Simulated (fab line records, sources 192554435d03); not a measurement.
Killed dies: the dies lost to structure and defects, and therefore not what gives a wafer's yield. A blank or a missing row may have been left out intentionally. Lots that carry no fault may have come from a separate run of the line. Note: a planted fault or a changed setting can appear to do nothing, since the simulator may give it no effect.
Split-lot study    flow n5-finfet    on a route of 1938 steps: 7 lots, 21 wafers read

THE SPLIT
At N5_SD_EPI_N_EPI_21 (deposits Si:P, time 690 s), the setting epi-growth-time-s was moved away from the recipe's 690 s on 7 of the 21 wafers read, by -6.7% to +10.1%. The other wafers ran this setting at the recipe's value.

FROM THE SPLIT TO THE READING: what the file shows between them, 6 steps
- N5_SD_EPI_N_PRECLEAN_24: cleans in O3/DIW, time 60 s
- N5_SD_EPI_P_COAT_34: time 60 s, resist thk 350 nm (also split here: spin-rpm)
- N5_SD_EPI_P_COAT_35: time 60 s, resist thk 35 nm
- N5_SD_EPI_P_COAT_03: resist thk 150 nm
- N5_SD_ACTIVATION_RTA_00: time 0 s
- N5_SD_ACTIVATION_LSA_01: time 0.0008 s

THE READING
At N5_SD_ACTIVATION_RS_MEAS_03, a four-point-probe measurement gives RS_SD_N in ohm/sq. Typical for fault-free wafers on this fab line: 21.95 ohm/sq, with standard deviation 0.28 ohm/sq.

wafer   tool, chamber at the split  epi-growth-time-s as run, s  against the recipe  RS_SD_N, ohm/sq  against lot-mates on the recipe
L077.2  epi-rpcvd-04, 0             690                          recipe              21.73            -
L077.4  epi-rpcvd-04, 0             690                          recipe              21.63            -
L077.6  epi-rpcvd-04, 0             732.7                        +6.2%               20.99            -0.69
L084.2  epi-rpcvd-02, 0             690                          recipe              21.64            -
L084.3  epi-rpcvd-02, 0             644.1                        -6.7%               23.22            +1.58
L084.5  epi-rpcvd-02, 0             644.1                        -6.7%               23.09            +1.45
L089.1  epi-rpcvd-04, 0             759.9                        +10.1%              20.82            -1.14
L089.4  epi-rpcvd-04, 0             759.9                        +10.1%              20.39            -1.57
L089.6  epi-rpcvd-04, 0             690                          recipe              21.96            -
L090.4  epi-rpcvd-04, 0             690                          recipe              22.39            -
L090.5  epi-rpcvd-04, 0             690                          recipe              22.13            -
L090.6  epi-rpcvd-04, 0             690                          recipe              22.34            -
L093.1  epi-rpcvd-04, 0             690                          recipe              21.86            -
L093.3  epi-rpcvd-04, 0             690                          recipe              21.77            -
L093.6  epi-rpcvd-04, 0             690                          recipe              22.24            -
L092.1  epi-rpcvd-01, 0             690                          recipe              21.81            -
L092.3  epi-rpcvd-01, 0             690                          recipe              22.10            -
L092.4  epi-rpcvd-01, 0             690                          recipe              21.76            -
L096.2  epi-rpcvd-01, 0             690                          recipe              21.77            -
L096.3  epi-rpcvd-01, 0             721.1                        +4.5%               20.79            -0.98
L096.6  epi-rpcvd-01, 0             721.1                        +4.5%               21.13            -0.64

THE FIT
A straight line over all 21 wafers: RS_SD_N changes by -0.156 ohm/sq for each +1% of epi-growth-time-s; r = -0.93; the points scatter about the line by 0.27 ohm/sq.
The same after taking each lot's own level away (the mean of its wafers on the recipe; 21 wafers): -0.163 ohm/sq for each +1%; r = -0.95; scatter 0.22 ohm/sq.
The reading moves by 1.7 ohm/sq for the largest change in epi-growth-time-s, on that fit.
Measured against the standard deviation above, the lots' own levels, which go from 21.640 to 22.287 ohm/sq, span 2.3 times it.
The two slopes are in agreement: the lot-to-lot level therefore moves the slope only a little.
Check: -1.75 ohm/sq against its lot-mates is what the line predicts for one of the wafers moved furthest among these (+10.1%) when that wafer is left out of the fit. Against them it came out at -1.14 ohm/sq.

OTHER SPLITS ON THESE WAFERS
Other splits were also applied to these wafers ahead of the reading. Each is held against what the fit with the lots' levels taken away leaves over:
other split on the same wafers             wafers away from the commonest value  r with RS_SD_N (lot level and that fit taken away)
N5_ZERO_LAYER_EXPOSE_08 dose-mj            5                                     +0.16
N5_ZERO_LAYER_PEB_09 peb-time-s            as run: not given for these wafers    -
N5_PMOS_HMC_CHANNEL_EPI_PEB_07 peb-temp-c  4                                     -0.05
N5_PMOS_HMC_CHANNEL_EPI_DESCUM_14 time-s   7                                     -0.01
N5_FIN_CUT_EXPOSE_05 dose-mj               6                                     -0.39
N5_FIN_CUT_ETCH_30 target-depth-a          7                                     -0.05
N5_DUMMY_GATE_HM_DEP_06 time-s             12                                    +0.05
N5_DUMMY_GATE_COAT_28 spin-rpm             6                                     -0.10
N5_SD_EPI_P_COAT_34 spin-rpm               9                                     -0.03

THE WHOLE CHAIN: every reading that the file lists as answering this split, in the file's order
step                         what it does                  reading                                                                          change (the file's fit)                r (the file's)
N5_SD_EPI_N_EPI_21           deposits Si:P, time 690 s     Si-P_of_SD_EPI_N_EPI_21.thk-nm (the simulator's own value, which no gauge read)  +0.457 nm for each +1% of the setting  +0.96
N5_SD_EPI_N_PRECLEAN_24      cleans in O3/DIW, time 60 s   Si-P_of_SD_EPI_N_EPI_21.thk-nm (the simulator's own value, which no gauge read)  +0.454 nm for each +1% of the setting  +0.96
N5_SD_ACTIVATION_RS_MEAS_03  measures by four-point-probe  RS_SD_N                                                                          -0.155 for each +1% of the setting     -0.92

THE FILE'S OWN FIT
RS_SD_N changes by -0.155 ohm/sq for each +1% of epi-growth-time-s, r = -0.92.
